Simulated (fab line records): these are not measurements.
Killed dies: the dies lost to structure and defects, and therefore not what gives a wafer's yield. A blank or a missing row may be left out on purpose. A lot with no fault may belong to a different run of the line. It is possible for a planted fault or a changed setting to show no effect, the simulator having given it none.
What tool caused it? | flow n5Finfet | 12 lots with 36 wafers sampled at 4 steps, on a route of 1938 steps

## WHAT THE GAUGES SHOWED, per wafer
N5_BEOL_M6_CD_MEAS_11: the cd target is 38.5 nm.
lot  | measured     | on       | cdNm (nm)
L074 | day 8 16:43  | cdSem-02 | 38.5 38.5 38.6
L077 | day 9 04:02  | cdSem-03 | 38.5 38.6 37.5
L079 | day 9 19:50  | cdSem-02 | 38.2 37.9 37.7
L081 | day 10 16:56 | cdSem-01 | 39.0 38.8 38.9
L083 | day 11 02:38 | cdSem-01 | 38.6 38.0 38.5
L085 | day 11 10:53 | cdSem-02 | 38.9 38.9 38.4
L087 | day 11 17:28 | cdSem-03 | 38.0 38.5 38.9
L088 | day 12 06:55 | cdSem-01 | 38.3 38.4 38.7
L092 | day 12 20:11 | cdSem-01 | 38.7 38.8 38.5
L093 | day 13 23:21 | cdSem-01 | 38.5 38.5 39.3
L094 | day 14 00:20 | cdSem-01 | 38.3 38.3 38.5
L097 | day 14 03:47 | cdSem-03 | 38.2 38.9 38.5

## WHAT TOOL EACH LOT RAN ON (gives the tool, then ch and the chambers of the sampled wafers, and finally the start)
lot  | N5_BEOL_M5_DESCUM_33              | N5_BEOL_M5_SPUTTER_83       | N5_BEOL_M5_SPUTTER_88
L074 | rieDiel-03 ch 0,3, day 8 07:43    | pvdSputter-02, day 8 11:37  | pvdSputter-02, day 8 12:43
L077 | rieDiel-01 ch 0,1,2, day 8 18:33  | pvdSputter-03, day 8 23:26  | pvdSputter-03, day 9 00:31
L079 | rieDiel-05 ch 0,1,2, day 9 10:05  | pvdSputter-01, day 9 14:20  | pvdSputter-01, day 9 15:25
L081 | rieDiel-05 ch 1,2, day 10 03:23   | pvdSputter-01, day 10 08:43 | pvdSputter-01, day 10 09:49
L083 | rieDiel-03 ch 0,2,3, day 10 16:14 | pvdSputter-02, day 10 21:23 | pvdSputter-02, day 10 22:28
L085 | rieDiel-05 ch 0,1,3, day 11 00:35 | pvdSputter-01, day 11 05:02 | pvdSputter-01, day 11 06:08
L087 | rieDiel-03 ch 0,2,3, day 11 07:35 | pvdSputter-02, day 11 12:15 | pvdSputter-02, day 11 13:20
L088 | rieDiel-01 ch 0,2,3, day 11 22:34 | pvdSputter-03, day 12 02:34 | pvdSputter-03, day 12 03:38
L092 | rieDiel-01 ch 0,1,3, day 12 10:27 | pvdSputter-02, day 12 14:24 | pvdSputter-02, day 12 15:29
L093 | rieDiel-03 ch 0,1,3, day 13 11:14 | pvdSputter-01, day 13 15:16 | pvdSputter-01, day 13 16:21
L094 | rieDiel-05 ch 1,2, day 13 12:47   | pvdSputter-02, day 13 17:04 | pvdSputter-02, day 13 18:09
L097 | rieDiel-03 ch 2,3, day 13 17:24   | pvdSputter-02, day 13 21:46 | pvdSputter-02, day 13 22:52
- N5_BEOL_M5_DESCUM_33: chemistry O2, time 7 s.
- N5_BEOL_M5_SPUTTER_83: material Cu, target thk 15 nm, time 27.62 s.
- N5_BEOL_M5_SPUTTER_88: material Cu, target thk 15 nm, time 27.62 s.

## THE ANSWER, worked out from the rows above alone
Rule: usual is defined by the lots themselves. The widest of any qualifying gaps counts: lots, ordered by their means at a reading, are off when they make up no more than a third of the lots, leave a main group of 4 or more, and stand apart from it by 3 or more times the standard deviation of that group's means. The tables above print the reading to a certain number of digits; a main group whose means all agree to those digits is not used. Also off: a lot with no number at a reading for which 4 or more lots have one. The other lots that the step has rows for count as sound.
No lot is off at any reading shown: from this, nothing can be told.

## WHAT THE SIMULATOR PUT IN
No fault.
